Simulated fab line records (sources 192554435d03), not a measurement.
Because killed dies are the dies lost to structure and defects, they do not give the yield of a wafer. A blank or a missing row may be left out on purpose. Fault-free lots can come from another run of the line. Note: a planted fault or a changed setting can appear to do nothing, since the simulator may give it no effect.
Split-lot study | flow n5Finfet | 7 lots, 21 wafers read, on a route of 1938 steps

## THE SPLIT ITSELF
At N5_BEOL_M3_COAT_05 (resist thk 30 nm), the setting spinRpm was moved away from the recipe's 1500 rpm on 8 of the 21 wafers read, by -7.6% to +10.9%. For the rest of the wafers, this setting stayed at what the recipe calls for.

## FROM THE SPLIT TO THE READING: what the file shows between them, 4 steps
- N5_BEOL_M3_EBR_07
- N5_BEOL_M3_SOFTBAKE_06: time 60 s
- N5_BEOL_M3_EXPOSE_08: exposes mask M3
- N5_BEOL_M3_PEB_09: peb time 60 s

## THE READING
CAR-EUV_of_BEOL_M3_COAT_05.thkNm (the simulator's own value, which no gauge read), in nm, at N5_BEOL_M3_DEVELOP_10 (develop time 30 s). There is no usual value for it anywhere in the file. The 13 wafers here that ran the recipe average 29.6 nm, standard deviation 0.072 nm.

wafer  | tool, chamber at the split | spinRpm as run, rpm | against the recipe | CAR-EUV_of_BEOL_M3_COAT_05.thkNm, nm | against lot-mates on the recipe
L074.1 | lithoTrack-05, 0           | 1582                | +5.5%              | 28.8                                 | -0.8
L074.3 | lithoTrack-05, 0           | 1500                | recipe             | 29.6                                 | -
L074.5 | lithoTrack-05, 0           | 1500                | recipe             | 29.6                                 | -
L078.1 | lithoTrack-05, 0           | 1500                | recipe             | 29.6                                 | -
L078.2 | lithoTrack-05, 0           | 1500                | recipe             | 29.6                                 | -
L078.5 | lithoTrack-05, 0           | 1440                | -4.0%              | 30.2                                 | +0.6
L080.1 | lithoTrack-05, 0           | 1386                | -7.6%              | 30.6                                 | +1.0
L080.3 | lithoTrack-05, 0           | 1500                | recipe             | 29.6                                 | -
L080.4 | lithoTrack-05, 0           | 1500                | recipe             | 29.6                                 | -
L086.1 | lithoTrack-05, 0           | 1500                | recipe             | 29.6                                 | -
L086.3 | lithoTrack-05, 0           | 1635                | +9.0%              | 28.4                                 | -1.2
L086.4 | lithoTrack-05, 0           | 1635                | +9.0%              | 28.4                                 | -1.2
L087.1 | lithoTrack-05, 0           | 1500                | recipe             | 29.6                                 | -
L087.2 | lithoTrack-05, 0           | 1500                | recipe             | 29.6                                 | -
L087.3 | lithoTrack-05, 0           | 1500                | recipe             | 29.6                                 | -
L088.1 | lithoTrack-04, 0           | 1500                | recipe             | 29.6                                 | -
L088.2 | lithoTrack-04, 0           | 1664                | +10.9%             | 28                                   | -1.5
L088.3 | lithoTrack-04, 0           | 1500                | recipe             | 29.4                                 | -
L096.2 | lithoTrack-03, 0           | 1418                | -5.5%              | 30.2                                 | +0.8
L096.3 | lithoTrack-03, 0           | 1418                | -5.5%              | 30.4                                 | +1.0
L096.6 | lithoTrack-03, 0           | 1500                | recipe             | 29.4                                 | -

FIT RESULTS
A straight line over all 21 wafers: CAR-EUV_of_BEOL_M3_COAT_05.thkNm changes by -0.137 nm for each +1% of spinRpm; r = -0.99; the points scatter about the line by 0.076 nm.
The same after taking each lot's own level away (the mean of its wafers on the recipe; 21 wafers): -0.14 nm for each +1%; r = -1.00; scatter 0.067 nm.
Per that fit: largest spinRpm move, reading shift of 1.5 nm.
Measured against the standard deviation above, the lots' own levels, which go from 29.40 to 29.60 nm, span 2.8 times it.
Consequently the slope shifts little with the lot-to-lot level, the two slopes agreeing.
Check: -1.52 nm against its lot-mates is what the line predicts for one of the wafers moved furthest among these (+10.9%) when that wafer is left out of the fit. It came out at -1.5 nm against them.

## FURTHER SPLITS ON THESE WAFERS
Before the reading, these wafers also passed through other splits. Each is held against what the fit with the lots' levels taken away leaves over:
other split on the same wafers       | wafers away from the commonest value | r with CAR-EUV_of_BEOL_M3_COAT_05.thkNm (lot level and that fit taken away)
N5_MOL_CONTACT_COAG_ALD_27 aldCycles | 11                                   | +0.00
N5_BEOL_M0_SAQP_PECVD_96 timeS       | 7                                    | +0.17
N5_BEOL_M0_SAQP_COAT_08 spinRpm      | 6                                    | -0.31
N5_BEOL_M1_PECVD_72 timeS            | 12                                   | -0.40
N5_BEOL_M1_HM_DEP_02 targetThkA      | 4                                    | +0.05

## THE WHOLE CHAIN: every reading that the file lists as answering this split, in the file's order
step                  | what it does      | reading                                                                           | change (the file's fit)               | r (the file's)
N5_BEOL_M3_COAT_05    | resist thk 30 nm  | CAR-EUV_of_BEOL_M3_COAT_05.thkNm (the simulator's own value, which no gauge read) | -0.146 nm for each +1% of the setting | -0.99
N5_BEOL_M3_DEVELOP_10 | develop time 30 s | CAR-EUV_of_BEOL_M3_COAT_05.thkNm (the simulator's own value, which no gauge read) | -0.139 nm for each +1% of the setting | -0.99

## THE FILE'S OWN FIT
CAR-EUV_of_BEOL_M3_COAT_05.thkNm changes by -0.139 nm for each +1% of spinRpm, r = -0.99.
